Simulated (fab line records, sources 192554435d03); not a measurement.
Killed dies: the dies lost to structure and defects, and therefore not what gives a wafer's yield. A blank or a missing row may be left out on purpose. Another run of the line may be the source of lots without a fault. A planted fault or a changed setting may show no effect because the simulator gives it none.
Lot-split experiment -- flow n5Finfet -- 21 wafers read from 7 lots, route of 1938 steps

## THE SPLIT ITSELF
At N5_BEOL_M3_EXPOSE_25 (exposes mask V2, defocus 5 nm), the setting doseMj was moved away from the recipe's 63 on 5 of the 21 wafers read, by -6.8% to -3.3%. The other wafers ran this setting at the recipe's value.

## FROM THE SPLIT TO THE READING: what the file shows between them, 2 steps
- N5_BEOL_M3_PEB_26: peb time 60 s
- N5_BEOL_M3_DEVELOP_27: develop time 30 s

## THE READING
cdNm, in nm, at N5_BEOL_M3_CD_MEAS_28 (target cd 25.7 nm, target cd y 23.3 nm). A value of 25.71 nm with a standard deviation of 0.21 nm is what fault-free wafers of this fab line usually give.

wafer,"tool, chamber at the split",doseMj as run,against the recipe,"cdNm, nm",against lot-mates on the recipe
L080.2,"euvScanner-01, 0",63,recipe,25.81,-
L080.3,"euvScanner-01, 0",63,recipe,25.78,-
L080.4,"euvScanner-01, 0",63,recipe,25.57,-
L084.1,"euvScanner-01, 0",63,recipe,25.80,-
L084.3,"euvScanner-01, 0",63,recipe,25.65,-
L084.4,"euvScanner-01, 0",60.6,-3.8%,24.75,-0.98
L091.2,"euvScanner-02, 0",59.63,-5.3%,24.53,-1.10
L091.4,"euvScanner-02, 0",63,recipe,25.63,-
L091.6,"euvScanner-02, 0",59.63,-5.3%,24.50,-1.13
L093.1,"euvScanner-01, 0",63,recipe,25.47,-
L093.3,"euvScanner-01, 0",58.73,-6.8%,24.29,-1.38
L093.5,"euvScanner-01, 0",63,recipe,25.88,-
L095.1,"euvScanner-02, 0",63,recipe,25.75,-
L095.3,"euvScanner-02, 0",63,recipe,25.50,-
L095.6,"euvScanner-02, 0",63,recipe,25.78,-
L096.1,"euvScanner-01, 0",60.91,-3.3%,25.51,-0.07
L096.2,"euvScanner-01, 0",63,recipe,25.79,-
L096.4,"euvScanner-01, 0",63,recipe,25.38,-
L097.1,"euvScanner-01, 0",63,recipe,25.97,-
L097.2,"euvScanner-01, 0",63,recipe,25.64,-
L097.3,"euvScanner-01, 0",63,recipe,25.85,-

FIT RESULTS
A straight line over all 21 wafers: cdNm changes by +0.208 nm for each +1% of doseMj; r = +0.93; the points scatter about the line by 0.19 nm.
The same after taking each lot's own level away (the mean of its wafers on the recipe; 21 wafers): +0.198 nm for each +1%; r = +0.92; scatter 0.19 nm.
The reading moves by 1.3 nm for the largest change in doseMj, on that fit.
The lots' own levels span 25.585 to 25.820 nm, that is 1.1 times the standard deviation above.
The two slopes agree, so the slope changes little with the lot-to-lot level.
Check: -1.31 nm against its lot-mates is what the line predicts for one of the wafers moved furthest among these (-6.8%) when that wafer is left out of the fit. Against them it came out at -1.38 nm.

## ADDITIONAL SPLITS CARRIED BY THESE WAFERS
Before the reading, these wafers also passed through other splits. Each is held against what the fit with the lots' levels taken away leaves over:
other split on the same wafers,wafers away from the commonest value,r with cdNm (lot level and that fit taken away)
N5_BEOL_M2_ETCH_69 biasW,5,-0.39
N5_BEOL_M2_TRENCH_ETCH_37 biasW,7,+0.23
N5_BEOL_M3_COAT_22 spinRpm,4,-0.17

## FILE'S OWN FIT
cdNm changes by +0.193 nm for each +1% of doseMj, r = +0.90.
